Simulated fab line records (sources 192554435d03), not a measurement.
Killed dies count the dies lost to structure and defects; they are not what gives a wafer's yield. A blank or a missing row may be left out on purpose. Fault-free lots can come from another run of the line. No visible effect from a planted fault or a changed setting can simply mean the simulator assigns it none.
Chamber matching	flow n5 finfet	rie diel-01 running N5_SD_EPI_P_ETCH_16: 4 sister chambers
The step etches SiO2 in CHF3/O2, target depth 5 nm. 18 wafers are shown with their chamber, then 9 later ones without.

EACH WAFER AND ITS CHAMBER
wafer	chamber	throttle valve pct (%)	showerhead plenum p Torr (Torr)	oes product au (a.u.)
L078.1	1	19.28	2.40	0.73
L078.2	0	18.44	2.45	0.87
L078.5	2	18.42	2.37	0.93
L082.1	2	18.42	2.37	0.91
L082.3	3	18.94	2.38	0.68
L082.5	3	18.92	2.38	0.68
L083.1	2	18.44	2.37	0.92
L083.3	1	19.29	2.40	0.74
L083.4	0	18.45	2.45	0.86
L084.1	3	18.93	2.38	0.68
L084.3	2	18.43	2.37	0.92
L084.6	1	19.28	2.40	0.74
L087.1	1	19.30	2.40	0.73
L087.2	3	18.95	2.38	0.68
L087.5	1	19.30	2.40	0.73
L089.1	0	18.48	2.44	0.85
L089.5	3	18.96	2.38	0.68
L089.6	0	18.49	2.44	0.84

SIGNATURES, as means of the wafers listed above
reading	chamber 0	chamber 1	chamber 2	chamber 3	scatter within a chamber
throttle valve pct	18.4650	19.2900	18.4275	18.9400	0.0155
showerhead plenum p Torr	2.4450	2.4000	2.3700	2.3800	0.00267
oes product au	0.8550	0.7340	0.9200	0.6800	0.00765
Rule: distance of a wafer from a chamber = root of the sum over the readings of ((wafer's reading minus chamber's mean) / reading's scatter) squared. The wafer belongs to the nearest chamber; if the next one is less than 2 further off, it can't be placed. The scatter: take each reading less its chamber's mean, square it, sum over the shown wafers, divide by the number of wafers less the number of chambers, and take the root.

WAFERS WHOSE CHAMBER IS MISSING
wafer	throttle valve pct (%)	showerhead plenum p Torr (Torr)	oes product au (a.u.)
L090.1	18.45	2.37	0.88
L090.2	19.31	2.40	0.73
L090.5	18.97	2.38	0.68
L093.3	19.32	2.39	0.72
L093.5	18.47	2.37	0.86
L093.6	18.97	2.37	0.67
L095.2	19.34	2.39	0.72
L095.3	18.51	2.44	0.82
L095.5	18.48	2.36	0.87

THE CHAMBER EACH PASSED THROUGH
wafer	from the rows above	in truth
L090.1	2	2
L090.2	1	1
L090.5	3	3
L093.3	1	1
L093.5	2	2
L093.6	3	3
L095.2	1	1
L095.3	0	0
L095.5	2	2
9 of 9 placed correctly. From these rows, 0 cannot be placed. 0 placed wrongly.
